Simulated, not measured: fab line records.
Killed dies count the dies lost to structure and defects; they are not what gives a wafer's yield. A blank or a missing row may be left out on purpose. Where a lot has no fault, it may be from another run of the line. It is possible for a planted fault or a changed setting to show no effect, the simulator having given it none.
Which tool was responsible? || flow n5Finfet || 24 lots, 72 wafers sampled, at 6 steps of a route of 1938

## WHAT THE GAUGES SHOWED, per wafer
N5_PMOS_HMC_CHANNEL_EPI_THK_MEAS_22.
{"lot": "L074", "measured": "day 1 20:29", "on": "filmMetro-01", "HMC_CMP_THK (nm)": "55.0 55.1 55.2"}
{"lot": "L075", "measured": "day 2 03:36", "on": "filmMetro-01", "HMC_CMP_THK (nm)": "54.8 52.7 53.2"}
{"lot": "L076", "measured": "day 2 07:20", "on": "filmMetro-01", "HMC_CMP_THK (nm)": "55.3 51.7 52.2"}
{"lot": "L077", "measured": "day 2 15:16", "on": "filmMetro-02", "HMC_CMP_THK (nm)": "53.3 54.6 53.4"}
{"lot": "L078", "measured": "day 2 19:50", "on": "filmMetro-01", "HMC_CMP_THK (nm)": "55.1 52.8 55.3"}
{"lot": "L079", "measured": "day 3 02:00", "on": "filmMetro-02", "HMC_CMP_THK (nm)": "55.0 54.9 54.5"}
{"lot": "L080", "measured": "day 3 08:13", "on": "filmMetro-01", "HMC_CMP_THK (nm)": "53.3 53.2 52.9"}
{"lot": "L081", "measured": "day 3 14:13", "on": "filmMetro-01", "HMC_CMP_THK (nm)": "53.0 53.9 53.4"}
{"lot": "L082", "measured": "day 3 21:02", "on": "filmMetro-02", "HMC_CMP_THK (nm)": "54.2 54.6 52.4"}
{"lot": "L083", "measured": "day 4 02:30", "on": "filmMetro-01", "HMC_CMP_THK (nm)": "53.3 53.0 53.6"}
{"lot": "L084", "measured": "day 4 08:23", "on": "filmMetro-02", "HMC_CMP_THK (nm)": "55.6 53.5 53.0"}
{"lot": "L085", "measured": "day 4 13:51", "on": "filmMetro-01", "HMC_CMP_THK (nm)": "53.4 51.1 52.5"}
{"lot": "L086", "measured": "day 4 19:51", "on": "filmMetro-02", "HMC_CMP_THK (nm)": "55.5 55.2 54.9"}
{"lot": "L087", "measured": "day 5 02:13", "on": "filmMetro-02", "HMC_CMP_THK (nm)": "54.3 53.2 54.0"}
{"lot": "L088", "measured": "day 5 08:30", "on": "filmMetro-02", "HMC_CMP_THK (nm)": "55.3 52.7 53.2"}
{"lot": "L089", "measured": "day 5 14:23", "on": "filmMetro-01", "HMC_CMP_THK (nm)": "54.6 51.5 53.2"}
{"lot": "L090", "measured": "day 5 19:53", "on": "filmMetro-01", "HMC_CMP_THK (nm)": "54.4 53.9 53.4"}
{"lot": "L091", "measured": "day 6 01:55", "on": "filmMetro-02", "HMC_CMP_THK (nm)": "53.1 55.2 54.2"}
{"lot": "L092", "measured": "day 6 07:51", "on": "filmMetro-01", "HMC_CMP_THK (nm)": "52.5 54.1 53.3"}
{"lot": "L093", "measured": "day 6 13:50", "on": "filmMetro-02", "HMC_CMP_THK (nm)": "53.2 54.1 54.6"}
{"lot": "L094", "measured": "day 6 19:55", "on": "filmMetro-01", "HMC_CMP_THK (nm)": "53.8 54.8 53.0"}
{"lot": "L095", "measured": "day 7 01:50", "on": "filmMetro-02", "HMC_CMP_THK (nm)": "54.9 53.4 54.8"}
{"lot": "L096", "measured": "day 7 08:29", "on": "filmMetro-02", "HMC_CMP_THK (nm)": "53.2 53.0 53.4"}
{"lot": "L097", "measured": "day 7 13:26", "on": "filmMetro-02", "HMC_CMP_THK (nm)": "54.8 52.4 52.0"}

N5_FIN_SAQP_CD_MEAS_27: target cd 20 nm.
{"lot": "L074", "measured": "day 2 00:29", "on": "cdSem-02", "cdNm (nm)": "20.03 20.62 19.86"}
{"lot": "L075", "measured": "day 2 07:40", "on": "cdSem-03", "cdNm (nm)": "20.46 20.42 20.10"}
{"lot": "L076", "measured": "day 2 12:30", "on": "cdSem-03", "cdNm (nm)": "19.98 20.76 20.09"}
{"lot": "L077", "measured": "day 2 19:39", "on": "cdSem-03", "cdNm (nm)": "20.10 20.57 20.46"}
{"lot": "L078", "measured": "day 3 00:12", "on": "cdSem-01", "cdNm (nm)": "20.45 20.00 20.53"}
{"lot": "L079", "measured": "day 3 07:43", "on": "cdSem-01", "cdNm (nm)": "20.01 20.60 19.80"}
{"lot": "L080", "measured": "day 3 12:50", "on": "cdSem-01", "cdNm (nm)": "19.76 20.41 20.34"}
{"lot": "L081", "measured": "day 3 18:22", "on": "cdSem-02", "cdNm (nm)": "20.45 20.69 20.32"}
{"lot": "L082", "measured": "day 4 01:05", "on": "cdSem-01", "cdNm (nm)": "20.46 20.64 20.52"}
{"lot": "L083", "measured": "day 4 06:32", "on": "cdSem-03", "cdNm (nm)": "20.29 20.51 20.49"}
{"lot": "L084", "measured": "day 4 13:52", "on": "cdSem-01", "cdNm (nm)": "20.56 20.75 20.23"}
{"lot": "L085", "measured": "day 4 19:43", "on": "cdSem-02", "cdNm (nm)": "19.86 20.29 20.03"}
{"lot": "L086", "measured": "day 4 23:54", "on": "cdSem-03", "cdNm (nm)": "20.37 20.36 20.22"}
{"lot": "L087", "measured": "day 5 08:19", "on": "cdSem-02", "cdNm (nm)": "19.75 20.57 19.89"}
{"lot": "L088", "measured": "day 5 13:49", "on": "cdSem-03", "cdNm (nm)": "20.24 19.50 20.16"}
{"lot": "L089", "measured": "day 5 18:25", "on": "cdSem-02", "cdNm (nm)": "20.31 20.24 20.08"}
{"lot": "L090", "measured": "day 5 23:58", "on": "cdSem-01", "cdNm (nm)": "20.25 20.67 20.38"}
{"lot": "L091", "measured": "day 6 06:06", "on": "cdSem-02", "cdNm (nm)": "20.35 20.35 20.33"}
{"lot": "L092", "measured": "day 6 11:56", "on": "cdSem-01", "cdNm (nm)": "20.27 20.12 20.31"}
{"lot": "L093", "measured": "day 6 18:20", "on": "cdSem-02", "cdNm (nm)": "20.40 20.36 20.18"}
{"lot": "L094", "measured": "day 6 23:42", "on": "cdSem-03", "cdNm (nm)": "20.51 20.39 20.30"}
{"lot": "L095", "measured": "day 7 06:52", "on": "cdSem-03", "cdNm (nm)": "20.20 20.24 20.31"}
{"lot": "L096", "measured": "day 7 12:28", "on": "cdSem-03", "cdNm (nm)": "20.10 20.27 20.51"}
{"lot": "L097", "measured": "day 7 17:27", "on": "cdSem-01", "cdNm (nm)": "20.58 20.69 20.51"}

N5_FIN_SAQP_CD_MEAS_37: target cd 8 nm.
{"lot": "L074", "measured": "day 2 02:35", "on": "cdSem-02", "cdNm (nm)": "8.59 8.09 8.14"}
{"lot": "L075", "measured": "day 2 10:15", "on": "cdSem-02", "cdNm (nm)": "7.99 7.87 8.11"}
{"lot": "L076", "measured": "day 2 15:28", "on": "cdSem-01", "cdNm (nm)": "8.57 8.82 8.43"}
{"lot": "L077", "measured": "day 2 21:56", "on": "cdSem-03", "cdNm (nm)": "7.83 8.18 8.36"}
{"lot": "L078", "measured": "day 3 02:40", "on": "cdSem-02", "cdNm (nm)": "8.23 8.30 7.73"}
{"lot": "L079", "measured": "day 3 09:52", "on": "cdSem-02", "cdNm (nm)": "8.20 8.05 8.48"}
{"lot": "L080", "measured": "day 3 14:54", "on": "cdSem-02", "cdNm (nm)": "8.10 8.63 8.62"}
{"lot": "L081", "measured": "day 3 21:17", "on": "cdSem-01", "cdNm (nm)": "7.92 8.12 8.15"}
{"lot": "L082", "measured": "day 4 03:08", "on": "cdSem-02", "cdNm (nm)": "7.91 8.06 7.87"}
{"lot": "L083", "measured": "day 4 08:53", "on": "cdSem-03", "cdNm (nm)": "8.70 7.81 7.95"}
{"lot": "L084", "measured": "day 4 16:02", "on": "cdSem-02", "cdNm (nm)": "7.77 7.81 7.92"}
{"lot": "L085", "measured": "day 4 21:45", "on": "cdSem-03", "cdNm (nm)": "7.69 8.22 7.92"}
{"lot": "L086", "measured": "day 5 02:07", "on": "cdSem-01", "cdNm (nm)": "8.04 7.69 8.15"}
{"lot": "L087", "measured": "day 5 10:43", "on": "cdSem-02", "cdNm (nm)": "8.23 8.78 8.24"}
{"lot": "L088", "measured": "day 5 15:55", "on": "cdSem-03", "cdNm (nm)": "8.21 7.90 8.28"}
{"lot": "L089", "measured": "day 5 22:00", "on": "cdSem-03", "cdNm (nm)": "7.88 8.25 7.55"}
{"lot": "L090", "measured": "day 6 02:24", "on": "cdSem-03", "cdNm (nm)": "8.12 8.25 7.92"}
{"lot": "L091", "measured": "day 6 08:15", "on": "cdSem-02", "cdNm (nm)": "8.21 7.89 8.18"}
{"lot": "L092", "measured": "day 6 15:10", "on": "cdSem-01", "cdNm (nm)": "8.62 7.86 7.86"}
{"lot": "L093", "measured": "day 6 20:34", "on": "cdSem-01", "cdNm (nm)": "8.22 8.46 8.22"}
{"lot": "L094", "measured": "day 7 03:01", "on": "cdSem-03", "cdNm (nm)": "8.59 8.30 7.95"}
{"lot": "L095", "measured": "day 7 09:11", "on": "cdSem-02", "cdNm (nm)": "8.36 8.22 8.34"}
{"lot": "L096", "measured": "day 7 14:31", "on": "cdSem-03", "cdNm (nm)": "8.15 7.90 8.31"}
{"lot": "L097", "measured": "day 7 19:41", "on": "cdSem-02", "cdNm (nm)": "7.98 7.77 7.82"}

## TOOL THAT RAN EACH LOT (tool first, then ch and the chambers of the sampled wafers, then the start)
{"lot": "L074", "N5_WELL_APT_RTA_34": "rtpAnneal-02 ch 0, day 1 16:14", "N5_FIN_SAQP_SPACER2_ETCHBACK_29": "rieDiel-03 ch 1,2,3, day 2 01:55", "N5_FIN_SAQP_HM_CD_35": "cdSem-01, day 2 02:23"}
{"lot": "L075", "N5_WELL_APT_RTA_34": "rtpAnneal-02 ch 0, day 1 23:37", "N5_FIN_SAQP_SPACER2_ETCHBACK_29": "rieDiel-03 ch 0,1,3, day 2 09:28", "N5_FIN_SAQP_HM_CD_35": "cdSem-01, day 2 10:04"}
{"lot": "L076", "N5_WELL_APT_RTA_34": "rtpAnneal-02 ch 0, day 2 03:40", "N5_FIN_SAQP_SPACER2_ETCHBACK_29": "rieDiel-04 ch 0,2, day 2 14:49", "N5_FIN_SAQP_HM_CD_35": "cdSem-01, day 2 15:16"}
{"lot": "L077", "N5_WELL_APT_RTA_34": "rtpAnneal-01 ch 0, day 2 11:36", "N5_FIN_SAQP_SPACER2_ETCHBACK_29": "rieDiel-01 ch 0,3, day 2 21:17", "N5_FIN_SAQP_HM_CD_35": "cdSem-03, day 2 21:45"}
{"lot": "L078", "N5_WELL_APT_RTA_34": "rtpAnneal-01 ch 0, day 2 15:57", "N5_FIN_SAQP_SPACER2_ETCHBACK_29": "rieDiel-01 ch 1,2,3, day 3 01:55", "N5_FIN_SAQP_HM_CD_35": "cdSem-02, day 3 02:28"}
{"lot": "L079", "N5_WELL_APT_RTA_34": "rtpAnneal-02 ch 0, day 2 22:23", "N5_FIN_SAQP_SPACER2_ETCHBACK_29": "rieDiel-04 ch 0,2, day 3 09:13", "N5_FIN_SAQP_HM_CD_35": "cdSem-03, day 3 09:41"}
{"lot": "L080", "N5_WELL_APT_RTA_34": "rtpAnneal-02 ch 0, day 3 04:31", "N5_FIN_SAQP_SPACER2_ETCHBACK_29": "rieDiel-04 ch 0,1,2, day 3 14:14", "N5_FIN_SAQP_HM_CD_35": "cdSem-03, day 3 14:43"}
{"lot": "L081", "N5_WELL_APT_RTA_34": "rtpAnneal-02 ch 0, day 3 10:28", "N5_FIN_SAQP_SPACER2_ETCHBACK_29": "rieDiel-04 ch 2,3, day 3 20:38", "N5_FIN_SAQP_HM_CD_35": "cdSem-03, day 3 21:06"}
{"lot": "L082", "N5_WELL_APT_RTA_34": "rtpAnneal-01 ch 0, day 3 17:14", "N5_FIN_SAQP_SPACER2_ETCHBACK_29": "rieDiel-04 ch 0,1,2, day 4 02:29", "N5_FIN_SAQP_HM_CD_35": "cdSem-01, day 4 02:57"}
{"lot": "L083", "N5_WELL_APT_RTA_34": "rtpAnneal-01 ch 0, day 3 22:46", "N5_FIN_SAQP_SPACER2_ETCHBACK_29": "rieDiel-03 ch 0,2,3, day 4 08:14", "N5_FIN_SAQP_HM_CD_35": "cdSem-01, day 4 08:42"}
{"lot": "L084", "N5_WELL_APT_RTA_34": "rtpAnneal-02 ch 0, day 4 04:17", "N5_FIN_SAQP_SPACER2_ETCHBACK_29": "rieDiel-04 ch 0,2,3, day 4 15:23", "N5_FIN_SAQP_HM_CD_35": "cdSem-01, day 4 15:51"}
{"lot": "L085", "N5_WELL_APT_RTA_34": "rtpAnneal-02 ch 0, day 4 09:43", "N5_FIN_SAQP_SPACER2_ETCHBACK_29": "rieDiel-03 ch 0,1,2, day 4 21:06", "N5_FIN_SAQP_HM_CD_35": "cdSem-03, day 4 21:34"}
{"lot": "L086", "N5_WELL_APT_RTA_34": "rtpAnneal-01 ch 0, day 4 15:45", "N5_FIN_SAQP_SPACER2_ETCHBACK_29": "rieDiel-01 ch 0,1,2, day 5 01:17", "N5_FIN_SAQP_HM_CD_35": "cdSem-03, day 5 01:55"}
{"lot": "L087", "N5_WELL_APT_RTA_34": "rtpAnneal-01 ch 0, day 4 21:57", "N5_FIN_SAQP_SPACER2_ETCHBACK_29": "rieDiel-04 ch 2,3, day 5 09:59", "N5_FIN_SAQP_HM_CD_35": "cdSem-02, day 5 10:31"}
{"lot": "L088", "N5_WELL_APT_RTA_34": "rtpAnneal-01 ch 0, day 5 04:32", "N5_FIN_SAQP_SPACER2_ETCHBACK_29": "rieDiel-01 ch 1,2, day 5 15:15", "N5_FIN_SAQP_HM_CD_35": "cdSem-01, day 5 15:43"}
{"lot": "L089", "N5_WELL_APT_RTA_34": "rtpAnneal-01 ch 0, day 5 10:17", "N5_FIN_SAQP_SPACER2_ETCHBACK_29": "rieDiel-04 ch 0,1,2, day 5 21:21", "N5_FIN_SAQP_HM_CD_35": "cdSem-03, day 5 21:49"}
{"lot": "L090", "N5_WELL_APT_RTA_34": "rtpAnneal-02 ch 0, day 5 16:04", "N5_FIN_SAQP_SPACER2_ETCHBACK_29": "rieDiel-04 ch 0,1, day 6 01:44", "N5_FIN_SAQP_HM_CD_35": "cdSem-02, day 6 02:13"}
{"lot": "L091", "N5_WELL_APT_RTA_34": "rtpAnneal-02 ch 0, day 5 21:42", "N5_FIN_SAQP_SPACER2_ETCHBACK_29": "rieDiel-01 ch 0,2,3, day 6 07:34", "N5_FIN_SAQP_HM_CD_35": "cdSem-01, day 6 08:03"}
{"lot": "L092", "N5_WELL_APT_RTA_34": "rtpAnneal-02 ch 0, day 6 03:46", "N5_FIN_SAQP_SPACER2_ETCHBACK_29": "rieDiel-01 ch 1,2,3, day 6 14:32", "N5_FIN_SAQP_HM_CD_35": "cdSem-03, day 6 14:58"}
{"lot": "L093", "N5_WELL_APT_RTA_34": "rtpAnneal-01 ch 0, day 6 10:06", "N5_FIN_SAQP_SPACER2_ETCHBACK_29": "rieDiel-01 ch 1,2,3, day 6 19:55", "N5_FIN_SAQP_HM_CD_35": "cdSem-03, day 6 20:23"}
{"lot": "L094", "N5_WELL_APT_RTA_34": "rtpAnneal-02 ch 0, day 6 15:58", "N5_FIN_SAQP_SPACER2_ETCHBACK_29": "rieDiel-03 ch 0,2,3, day 7 02:15", "N5_FIN_SAQP_HM_CD_35": "cdSem-01, day 7 02:49"}
{"lot": "L095", "N5_WELL_APT_RTA_34": "rtpAnneal-01 ch 0, day 6 22:04", "N5_FIN_SAQP_SPACER2_ETCHBACK_29": "rieDiel-04 ch 1,2, day 7 08:27", "N5_FIN_SAQP_HM_CD_35": "cdSem-02, day 7 08:59"}
{"lot": "L096", "N5_WELL_APT_RTA_34": "rtpAnneal-02 ch 0, day 7 03:47", "N5_FIN_SAQP_SPACER2_ETCHBACK_29": "rieDiel-01 ch 0,3, day 7 13:52", "N5_FIN_SAQP_HM_CD_35": "cdSem-02, day 7 14:20"}
{"lot": "L097", "N5_WELL_APT_RTA_34": "rtpAnneal-02 ch 0, day 7 09:34", "N5_FIN_SAQP_SPACER2_ETCHBACK_29": "rieDiel-01 ch 0,2, day 7 18:53", "N5_FIN_SAQP_HM_CD_35": "cdSem-03, day 7 19:30"}
- N5_WELL_APT_RTA_34: time 10 s.
- N5_FIN_SAQP_SPACER2_ETCHBACK_29: etches SiO2 in CHF3/O2, target depth 12.2 nm, time 6.1 s.
- N5_FIN_SAQP_HM_CD_35: target cd 8 nm.

## WHAT THE TOOLS THEMSELVES READ (means of the sampled wafers that have a number; where no wafer has one, the mark that the record gives instead)
N5_WELL_APT_RTA_34.
{"lot": "L074", "tool": "rtpAnneal-02", "lampPowerPct (%)": 12.98, "lamp_zone_3_pct (%)": 12.984, "wafer_temp_C_max": 1003.1}
{"lot": "L075", "tool": "rtpAnneal-02", "lampPowerPct (%)": 13.01, "lamp_zone_3_pct (%)": 12.966, "wafer_temp_C_max": 1002.9}
{"lot": "L076", "tool": "rtpAnneal-02", "lampPowerPct (%)": 12.99, "lamp_zone_3_pct (%)": 12.998, "wafer_temp_C_max": 1003.5}
{"lot": "L077", "tool": "rtpAnneal-01", "lampPowerPct (%)": 12.99, "lamp_zone_3_pct (%)": 12.995, "wafer_temp_C_max": 1004.2}
{"lot": "L078", "tool": "rtpAnneal-01", "lampPowerPct (%)": 12.99, "lamp_zone_3_pct (%)": 12.973, "wafer_temp_C_max": 1004.5}
{"lot": "L079", "tool": "rtpAnneal-02", "lampPowerPct (%)": 12.98, "lamp_zone_3_pct (%)": 12.999, "wafer_temp_C_max": 1002.9}
{"lot": "L080", "tool": "rtpAnneal-02", "lampPowerPct (%)": 13.00, "lamp_zone_3_pct (%)": 12.991, "wafer_temp_C_max": 1002.8}
{"lot": "L081", "tool": "rtpAnneal-02", "lampPowerPct (%)": 13.02, "lamp_zone_3_pct (%)": 12.987, "wafer_temp_C_max": 1004.9}
{"lot": "L082", "tool": "rtpAnneal-01", "lampPowerPct (%)": 12.94, "lamp_zone_3_pct (%)": 12.972, "wafer_temp_C_max": 1003.6}
{"lot": "L083", "tool": "rtpAnneal-01", "lampPowerPct (%)": 13.01, "lamp_zone_3_pct (%)": 13.016, "wafer_temp_C_max": 1003.0}
{"lot": "L084", "tool": "rtpAnneal-02", "lampPowerPct (%)": 13.03, "lamp_zone_3_pct (%)": 12.985, "wafer_temp_C_max": 1004.3}
{"lot": "L085", "tool": "rtpAnneal-02", "lampPowerPct (%)": 12.98, "lamp_zone_3_pct (%)": 12.998, "wafer_temp_C_max": 1003.3}
{"lot": "L086", "tool": "rtpAnneal-01", "lampPowerPct (%)": 13.03, "lamp_zone_3_pct (%)": 12.985, "wafer_temp_C_max": 1004.2}
{"lot": "L087", "tool": "rtpAnneal-01", "lampPowerPct (%)": 13.04, "lamp_zone_3_pct (%)": 12.986, "wafer_temp_C_max": 1004.7}
{"lot": "L088", "tool": "rtpAnneal-01", "lampPowerPct (%)": 13.00, "lamp_zone_3_pct (%)": 13.016, "wafer_temp_C_max": 1005.3}
{"lot": "L089", "tool": "rtpAnneal-01", "lampPowerPct (%)": 12.98, "lamp_zone_3_pct (%)": 12.983, "wafer_temp_C_max": 1003.0}
{"lot": "L090", "tool": "rtpAnneal-02", "lampPowerPct (%)": 13.03, "lamp_zone_3_pct (%)": 12.986, "wafer_temp_C_max": 1003.6}
{"lot": "L091", "tool": "rtpAnneal-02", "lampPowerPct (%)": 13.00, "lamp_zone_3_pct (%)": 12.992, "wafer_temp_C_max": 1002.9}
{"lot": "L092", "tool": "rtpAnneal-02", "lampPowerPct (%)": 12.97, "lamp_zone_3_pct (%)": 12.997, "wafer_temp_C_max": 1004.1}
{"lot": "L093", "tool": "rtpAnneal-01", "lampPowerPct (%)": 13.00, "lamp_zone_3_pct (%)": 12.966, "wafer_temp_C_max": 1003.9}
{"lot": "L094", "tool": "rtpAnneal-02", "lampPowerPct (%)": 13.00, "lamp_zone_3_pct (%)": 12.990, "wafer_temp_C_max": 1003.9}
{"lot": "L095", "tool": "rtpAnneal-01", "lampPowerPct (%)": 13.06, "lamp_zone_3_pct (%)": 13.002, "wafer_temp_C_max": 1003.9}
{"lot": "L096", "tool": "rtpAnneal-02", "lampPowerPct (%)": 13.01, "lamp_zone_3_pct (%)": 12.995, "wafer_temp_C_max": 1003.5}
{"lot": "L097", "tool": "rtpAnneal-02", "lampPowerPct (%)": 13.05, "lamp_zone_3_pct (%)": 12.991, "wafer_temp_C_max": 1002.4}

N5_FIN_SAQP_SPACER2_ETCHBACK_29.
{"lot": "L074", "tool": "rieDiel-03", "drypumpMotorCurrentA (A)": 5.5, "oes_ar_750_au (a.u.)": 0.79, "oesProductAu (a.u.)": 0.78, "rfVppV (V)": 515, "showerheadPlenumPTorr (Torr)": 2.39, "throttleValvePct (%)": 18.82}
{"lot": "L075", "tool": "rieDiel-03", "drypumpMotorCurrentA (A)": 5.4, "oes_ar_750_au (a.u.)": 0.78, "oesProductAu (a.u.)": 0.78, "rfVppV (V)": 523, "showerheadPlenumPTorr (Torr)": 2.39, "throttleValvePct (%)": 18.79}
{"lot": "L076", "tool": "rieDiel-04", "drypumpMotorCurrentA (A)": 5.2, "oes_ar_750_au (a.u.)": 0.76, "oesProductAu (a.u.)": 0.77, "rfVppV (V)": 524, "showerheadPlenumPTorr (Torr)": 2.42, "throttleValvePct (%)": 19.00}
{"lot": "L077", "tool": "rieDiel-01", "drypumpMotorCurrentA (A)": 5.1, "oes_ar_750_au (a.u.)": 0.69, "oesProductAu (a.u.)": 0.69, "rfVppV (V)": 536, "showerheadPlenumPTorr (Torr)": 2.45, "throttleValvePct (%)": 19.12}
{"lot": "L078", "tool": "rieDiel-01", "drypumpMotorCurrentA (A)": 5.4, "oes_ar_750_au (a.u.)": 0.72, "oesProductAu (a.u.)": 0.70, "rfVppV (V)": 523, "showerheadPlenumPTorr (Torr)": 2.42, "throttleValvePct (%)": 19.02}
{"lot": "L079", "tool": "rieDiel-04", "drypumpMotorCurrentA (A)": 5.3, "oes_ar_750_au (a.u.)": 0.80, "oesProductAu (a.u.)": 0.81, "rfVppV (V)": 522, "showerheadPlenumPTorr (Torr)": 2.43, "throttleValvePct (%)": 18.78}
{"lot": "L080", "tool": "rieDiel-04", "drypumpMotorCurrentA (A)": 5.7, "oes_ar_750_au (a.u.)": 0.83, "oesProductAu (a.u.)": 0.83, "rfVppV (V)": 525, "showerheadPlenumPTorr (Torr)": 2.41, "throttleValvePct (%)": 18.97}
{"lot": "L081", "tool": "rieDiel-04", "drypumpMotorCurrentA (A)": 5.7, "oes_ar_750_au (a.u.)": 0.75, "oesProductAu (a.u.)": 0.75, "rfVppV (V)": 512, "showerheadPlenumPTorr (Torr)": 2.34, "throttleValvePct (%)": 19.00}
{"lot": "L082", "tool": "rieDiel-04", "drypumpMotorCurrentA (A)": 5.7, "oes_ar_750_au (a.u.)": 0.83, "oesProductAu (a.u.)": 0.84, "rfVppV (V)": 525, "showerheadPlenumPTorr (Torr)": 2.41, "throttleValvePct (%)": 18.97}
{"lot": "L083", "tool": "rieDiel-03", "drypumpMotorCurrentA (A)": 5.4, "oes_ar_750_au (a.u.)": 0.80, "oesProductAu (a.u.)": 0.80, "rfVppV (V)": 523, "showerheadPlenumPTorr (Torr)": 2.40, "throttleValvePct (%)": 18.81}
{"lot": "L084", "tool": "rieDiel-04", "drypumpMotorCurrentA (A)": 5.5, "oes_ar_750_au (a.u.)": 0.74, "oesProductAu (a.u.)": 0.75, "rfVppV (V)": 518, "showerheadPlenumPTorr (Torr)": 2.37, "throttleValvePct (%)": 19.02}
{"lot": "L085", "tool": "rieDiel-03", "drypumpMotorCurrentA (A)": 5.4, "oes_ar_750_au (a.u.)": 0.85, "oesProductAu (a.u.)": 0.84, "rfVppV (V)": 526, "showerheadPlenumPTorr (Torr)": 2.41, "throttleValvePct (%)": 18.78}
{"lot": "L086", "tool": "rieDiel-01", "drypumpMotorCurrentA (A)": 5.6, "oes_ar_750_au (a.u.)": 0.70, "oesProductAu (a.u.)": 0.69, "rfVppV (V)": 520, "showerheadPlenumPTorr (Torr)": 2.39, "throttleValvePct (%)": 19.08}
{"lot": "L087", "tool": "rieDiel-04", "drypumpMotorCurrentA (A)": 5.6, "oes_ar_750_au (a.u.)": 0.79, "oesProductAu (a.u.)": 0.79, "rfVppV (V)": 517, "showerheadPlenumPTorr (Torr)": 2.39, "throttleValvePct (%)": 18.79}
{"lot": "L088", "tool": "rieDiel-01", "drypumpMotorCurrentA (A)": 5.4, "oes_ar_750_au (a.u.)": 0.71, "oesProductAu (a.u.)": 0.70, "rfVppV (V)": 518, "showerheadPlenumPTorr (Torr)": 2.42, "throttleValvePct (%)": 19.02}
{"lot": "L089", "tool": "rieDiel-04", "drypumpMotorCurrentA (A)": 5.7, "oes_ar_750_au (a.u.)": 0.81, "oesProductAu (a.u.)": 0.81, "rfVppV (V)": 525, "showerheadPlenumPTorr (Torr)": 2.40, "throttleValvePct (%)": 19.00}
{"lot": "L090", "tool": "rieDiel-04", "drypumpMotorCurrentA (A)": 6.0, "oes_ar_750_au (a.u.)": 0.83, "oesProductAu (a.u.)": 0.84, "rfVppV (V)": 528, "showerheadPlenumPTorr (Torr)": 2.38, "throttleValvePct (%)": 19.18}
{"lot": "L091", "tool": "rieDiel-01", "drypumpMotorCurrentA (A)": 5.4, "oes_ar_750_au (a.u.)": 0.78, "oesProductAu (a.u.)": 0.78, "rfVppV (V)": 519, "showerheadPlenumPTorr (Torr)": 2.38, "throttleValvePct (%)": 18.97}
{"lot": "L092", "tool": "rieDiel-01", "drypumpMotorCurrentA (A)": 5.3, "oes_ar_750_au (a.u.)": 0.79, "oesProductAu (a.u.)": 0.78, "rfVppV (V)": 516, "showerheadPlenumPTorr (Torr)": 2.41, "throttleValvePct (%)": 18.90}
{"lot": "L093", "tool": "rieDiel-01", "drypumpMotorCurrentA (A)": 5.4, "oes_ar_750_au (a.u.)": 0.78, "oesProductAu (a.u.)": 0.78, "rfVppV (V)": 515, "showerheadPlenumPTorr (Torr)": 2.41, "throttleValvePct (%)": 18.91}
{"lot": "L094", "tool": "rieDiel-03", "drypumpMotorCurrentA (A)": 5.5, "oes_ar_750_au (a.u.)": 0.78, "oesProductAu (a.u.)": 0.78, "rfVppV (V)": 522, "showerheadPlenumPTorr (Torr)": 2.39, "throttleValvePct (%)": 18.85}
{"lot": "L095", "tool": "rieDiel-04", "drypumpMotorCurrentA (A)": 5.8, "oes_ar_750_au (a.u.)": 0.83, "oesProductAu (a.u.)": 0.83, "rfVppV (V)": 525, "showerheadPlenumPTorr (Torr)": 2.42, "throttleValvePct (%)": 18.79}
{"lot": "L096", "tool": "rieDiel-01", "drypumpMotorCurrentA (A)": 5.3, "oes_ar_750_au (a.u.)": 0.93, "oesProductAu (a.u.)": 0.93, "rfVppV (V)": 527, "showerheadPlenumPTorr (Torr)": 2.41, "throttleValvePct (%)": 18.76}
{"lot": "L097", "tool": "rieDiel-01", "drypumpMotorCurrentA (A)": 5.6, "oes_ar_750_au (a.u.)": 0.84, "oesProductAu (a.u.)": 0.84, "rfVppV (V)": 522, "showerheadPlenumPTorr (Torr)": 2.35, "throttleValvePct (%)": 18.89}

N5_FIN_SAQP_HM_CD_35.
{"lot": "L074", "tool": "cdSem-01", "cdNm (nm)": 8.25}
{"lot": "L075", "tool": "cdSem-01", "cdNm (nm)": 8.00}
{"lot": "L076", "tool": "cdSem-01", "cdNm (nm)": 8.29}
{"lot": "L077", "tool": "cdSem-03", "cdNm (nm)": 7.98}
{"lot": "L078", "tool": "cdSem-02", "cdNm (nm)": 8.29}
{"lot": "L079", "tool": "cdSem-03", "cdNm (nm)": 8.23}
{"lot": "L080", "tool": "cdSem-03", "cdNm (nm)": 8.11}
{"lot": "L081", "tool": "cdSem-03", "cdNm (nm)": 8.34}
{"lot": "L082", "tool": "cdSem-01", "cdNm (nm)": 8.03}
{"lot": "L083", "tool": "cdSem-01", "cdNm (nm)": 8.31}
{"lot": "L084", "tool": "cdSem-01", "cdNm (nm)": 8.08}
{"lot": "L085", "tool": "cdSem-03", "cdNm (nm)": 7.98}
{"lot": "L086", "tool": "cdSem-03", "cdNm (nm)": 8.01}
{"lot": "L087", "tool": "cdSem-02", "cdNm (nm)": 8.08}
{"lot": "L088", "tool": "cdSem-01", "cdNm (nm)": 8.23}
{"lot": "L089", "tool": "cdSem-03", "cdNm (nm)": 8.01}
{"lot": "L090", "tool": "cdSem-02", "cdNm (nm)": 8.17}
{"lot": "L091", "tool": "cdSem-01", "cdNm (nm)": 7.92}
{"lot": "L092", "tool": "cdSem-03", "cdNm (nm)": 8.06}
{"lot": "L093", "tool": "cdSem-03", "cdNm (nm)": 7.81}
{"lot": "L094", "tool": "cdSem-01", "cdNm (nm)": 8.13}
{"lot": "L095", "tool": "cdSem-02", "cdNm (nm)": 8.12}
{"lot": "L096", "tool": "cdSem-02", "cdNm (nm)": 7.92}
{"lot": "L097", "tool": "cdSem-03", "cdNm (nm)": 8.10}

## THE ANSWER, worked out from the rows above alone
Rule: what is usual is taken from the lots themselves. The widest of any qualifying gaps counts: lots, ordered by their means at a reading, are off when they make up no more than a third of the lots, leave a main group of 4 or more, and stand apart from it by 3 or more times the standard deviation of that group's means. The tables above print the reading to a certain number of digits; a main group whose means all agree to those digits is not used. A lot without any number at a reading at which 4 lots or more have one is off too. Any other lot the step has rows for is counted as sound. The gauges are gone through in route order, then the tools' own readings, and for those a lot's mean is taken as printed above. The first step at which some lot is off is used, and at that step the reading that is off furthest; a lot without a number counts as furthest.
Nothing can be told from this: no lot is off at any reading shown.

## WHAT WAS PUT IN BY THE SIMULATOR
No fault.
